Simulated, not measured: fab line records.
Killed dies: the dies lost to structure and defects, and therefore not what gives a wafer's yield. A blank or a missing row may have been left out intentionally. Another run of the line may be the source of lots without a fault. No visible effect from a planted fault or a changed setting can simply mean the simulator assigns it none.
What tool caused it? | flow n5 finfet | 24 lots with 72 wafers sampled at 4 steps, on a route of 1938 steps

WHAT THE GAUGES SHOWED, per wafer
N5_BEOL_M14_INSPECT_12: inspects for defects (macro). Usual: raw defect count at 2.0, with a standard deviation of 1.4.
lot  | measured     | on                | raw defect count | flag
L074 | day 11 12:34 | defect inspect-01 | 4 3 4            |
L076 | day 12 01:32 | defect inspect-01 | 2 2 1            |
L075 | day 12 07:08 | defect inspect-02 | 0 2 2            |
L077 | day 12 21:11 | defect inspect-01 | 4 0 1            |
L078 | day 13 03:41 | defect inspect-02 | 3 2 0            |
L079 | day 13 04:54 | defect inspect-02 | 3 4 2            |
L080 | day 13 07:13 | defect inspect-02 | 2 2 4            |
L082 | day 13 19:49 | defect inspect-01 | 3 2 2            |
L081 | day 13 20:42 | defect inspect-01 | 1 1 0            |
L083 | day 14 00:14 | defect inspect-01 | 2 1 3            |
L084 | day 14 01:16 | defect inspect-01 | 4 0 1            |
L085 | day 14 12:27 | defect inspect-01 | 0 0 3            |
L087 | day 14 14:35 | defect inspect-02 | 4 1 1            |
L086 | day 14 21:50 | defect inspect-01 | 3 1 2            |
L089 | day 15 08:50 | defect inspect-02 | 2 1 1            |
L090 | day 15 09:07 | defect inspect-02 | 0 1 2            |
L088 | day 15 12:44 | defect inspect-01 | 1 1 1            |
L092 | day 16 02:54 | defect inspect-01 | 3 0 4            |
L093 | day 16 09:09 | defect inspect-01 | 1 3 0            |
L091 | day 16 20:07 | defect inspect-01 | 3 2 4            |
L096 | day 16 23:33 | defect inspect-01 | 1 1 2            |
L094 | day 16 23:43 | defect inspect-01 | 2 2 3            |
L095 | day 17 05:46 | defect inspect-01 | 3 3 4            |
L097 | day 17 11:23 | defect inspect-02 | 2 2 3            |

N5_BEOL_M14_INSPECT_30: inspects for defects (macro). Usual: raw defect count at 2.2, with a standard deviation of 1.4.
lot  | measured     | on                | raw defect count | flag
L074 | day 11 13:41 | defect inspect-01 | 2 1 4            |
L076 | day 12 02:33 | defect inspect-01 | 3 1 0            |
L075 | day 12 08:07 | defect inspect-02 | 1 3 1            |
L077 | day 12 22:07 | defect inspect-01 | 2 2 3            |
L078 | day 13 04:41 | defect inspect-02 | 5 1 2            |
L079 | day 13 05:52 | defect inspect-02 | 4 1 1            |
L080 | day 13 08:23 | defect inspect-02 | 5 2 5            |
L082 | day 13 20:42 | defect inspect-02 | 1 1 1            |
L081 | day 13 21:32 | defect inspect-01 | 5 0 2            |
L083 | day 14 01:10 | defect inspect-02 | 2 1 2            |
L084 | day 14 02:15 | defect inspect-02 | 4 5 3            |
L085 | day 14 13:42 | defect inspect-01 | 0 5 5            |
L087 | day 14 15:38 | defect inspect-02 | 4 3 2            |
L086 | day 14 22:41 | defect inspect-01 | 2 4 1            |
L089 | day 15 09:49 | defect inspect-02 | 1 3 2            |
L090 | day 15 10:22 | defect inspect-02 | 1 1 3            |
L088 | day 15 13:36 | defect inspect-01 | 1 1 1            |
L092 | day 16 03:52 | defect inspect-02 | 1 3 0            |
L093 | day 16 10:00 | defect inspect-01 | 4 3 4            |
L091 | day 16 21:05 | defect inspect-01 | 3 3 2            |
L096 | day 17 00:26 | defect inspect-01 | 1 3 2            |
L094 | day 17 00:37 | defect inspect-02 | 2 2 2            |
L095 | day 17 06:45 | defect inspect-01 | 3 0 1            |
L097 | day 17 12:14 | defect inspect-02 | 3 4 3            |

WHAT TOOL EACH LOT RAN ON (gives the tool, then ch and the chambers of the sampled wafers, and finally the start)
lot  | N5_BEOL_M13_SPUTTER_43       | N5_BEOL_M13_SPUTTER_44
L074 | pvd sputter-02, day 11 10:29 | pvd sputter-02, day 11 10:34
L076 | pvd sputter-02, day 11 23:44 | pvd sputter-02, day 11 23:49
L075 | pvd sputter-02, day 12 05:13 | pvd sputter-02, day 12 05:18
L077 | pvd sputter-01, day 12 18:49 | pvd sputter-01, day 12 18:53
L078 | pvd sputter-02, day 13 01:47 | pvd sputter-02, day 13 01:52
L079 | pvd sputter-03, day 13 02:43 | pvd sputter-03, day 13 02:47
L080 | pvd sputter-02, day 13 05:03 | pvd sputter-02, day 13 05:08
L082 | pvd sputter-03, day 13 17:49 | pvd sputter-03, day 13 17:54
L081 | pvd sputter-03, day 13 18:50 | pvd sputter-03, day 13 18:55
L083 | pvd sputter-03, day 13 22:23 | pvd sputter-03, day 13 22:28
L084 | pvd sputter-02, day 13 23:28 | pvd sputter-02, day 13 23:34
L085 | pvd sputter-01, day 14 09:41 | pvd sputter-01, day 14 09:46
L087 | pvd sputter-02, day 14 12:48 | pvd sputter-02, day 14 12:53
L086 | pvd sputter-01, day 14 19:59 | pvd sputter-01, day 14 20:04
L089 | pvd sputter-03, day 15 06:56 | pvd sputter-03, day 15 07:01
L090 | pvd sputter-02, day 15 07:13 | pvd sputter-02, day 15 07:17
L088 | pvd sputter-03, day 15 10:49 | pvd sputter-03, day 15 10:53
L092 | pvd sputter-01, day 16 01:00 | pvd sputter-01, day 16 01:05
L093 | pvd sputter-01, day 16 06:52 | pvd sputter-01, day 16 06:56
L091 | pvd sputter-02, day 16 18:20 | pvd sputter-02, day 16 18:25
L096 | pvd sputter-03, day 16 21:22 | pvd sputter-03, day 16 21:26
L094 | pvd sputter-02, day 16 21:25 | pvd sputter-02, day 16 21:30
L095 | pvd sputter-02, day 17 03:58 | pvd sputter-02, day 17 04:03
L097 | pvd sputter-01, day 17 08:43 | pvd sputter-01, day 17 08:48
- N5_BEOL_M13_SPUTTER_43: material TaN, target thk 15 nm, time 24.19 s.
- N5_BEOL_M13_SPUTTER_44: material Ta, target thk 10 nm, time 16.13 s.

AS READ BY THE TOOLS THEMSELVES (means over the sampled wafers that have a number; for cases with no such wafer, the mark the record gives instead)
N5_BEOL_M13_SPUTTER_43. Usual: throttle valve pct at 29.9 %, with a standard deviation of 0.79.
lot  | tool           | throttle valve pct (%) | flag
L074 | pvd sputter-02 | 30.2                   |
L076 | pvd sputter-02 | 30.2                   |
L075 | pvd sputter-02 | 29.8                   |
L077 | pvd sputter-01 | 29.6                   |
L078 | pvd sputter-02 | 30.6                   |
L079 | pvd sputter-03 | 30.0                   |
L080 | pvd sputter-02 | 30.1                   |
L082 | pvd sputter-03 | 29.4                   |
L081 | pvd sputter-03 | 28.8                   |
L083 | pvd sputter-03 | 29.0                   |
L084 | pvd sputter-02 | 30.3                   |
L085 | pvd sputter-01 | 29.0                   |
L087 | pvd sputter-02 | 30.1                   |
L086 | pvd sputter-01 | 28.9                   |
L089 | pvd sputter-03 | 30.0                   |
L090 | pvd sputter-02 | 30.0                   |
L088 | pvd sputter-03 | 29.4                   |
L092 | pvd sputter-01 | 29.6                   |
L093 | pvd sputter-01 | 29.4                   |
L091 | pvd sputter-02 | 30.4                   |
L096 | pvd sputter-03 | 30.6                   |
L094 | pvd sputter-02 | 30.5                   |
L095 | pvd sputter-02 | 30.2                   |
L097 | pvd sputter-01 | 29.9                   |

N5_BEOL_M13_SPUTTER_44. Usual: throttle valve pct at 29.9 %, with a standard deviation of 0.81.
lot  | tool           | throttle valve pct (%) | flag
L074 | pvd sputter-02 | 30.1                   |
L076 | pvd sputter-02 | 30.3                   |
L075 | pvd sputter-02 | 30.0                   |
L077 | pvd sputter-01 | 29.6                   |
L078 | pvd sputter-02 | 30.6                   |
L079 | pvd sputter-03 | 30.1                   |
L080 | pvd sputter-02 | 30.1                   |
L082 | pvd sputter-03 | 29.2                   |
L081 | pvd sputter-03 | 28.7                   |
L083 | pvd sputter-03 | 29.1                   |
L084 | pvd sputter-02 | 30.3                   |
L085 | pvd sputter-01 | 29.0                   |
L087 | pvd sputter-02 | 30.0                   |
L086 | pvd sputter-01 | 29.0                   |
L089 | pvd sputter-03 | 30.2                   |
L090 | pvd sputter-02 | 29.9                   |
L088 | pvd sputter-03 | 29.5                   |
L092 | pvd sputter-01 | 29.6                   |
L093 | pvd sputter-01 | 29.4                   |
L091 | pvd sputter-02 | 30.2                   |
L096 | pvd sputter-03 | 30.7                   |
L094 | pvd sputter-02 | 30.6                   |
L095 | pvd sputter-02 | 30.0                   |
L097 | pvd sputter-01 | 29.8                   |

THE ANSWER, worked out from the rows above alone
Rule: a lot is off if the mean of its wafers that have a number lies more than 3 standard deviations from the usual mean. Also off: a lot with no number at a reading for which 4 or more lots have one. Any other lot the step has rows for is counted as sound. After the gauges, taken in route order, come the tools' own readings; for these a lot's mean is taken, as printed above. The first step at which some lot is off is used, and at that step the reading that is off furthest; a lot without a number counts as furthest.
No lot is off on any of the readings shown, so nothing can be concluded from this.

WHAT THE SIMULATOR HAD INSERTED
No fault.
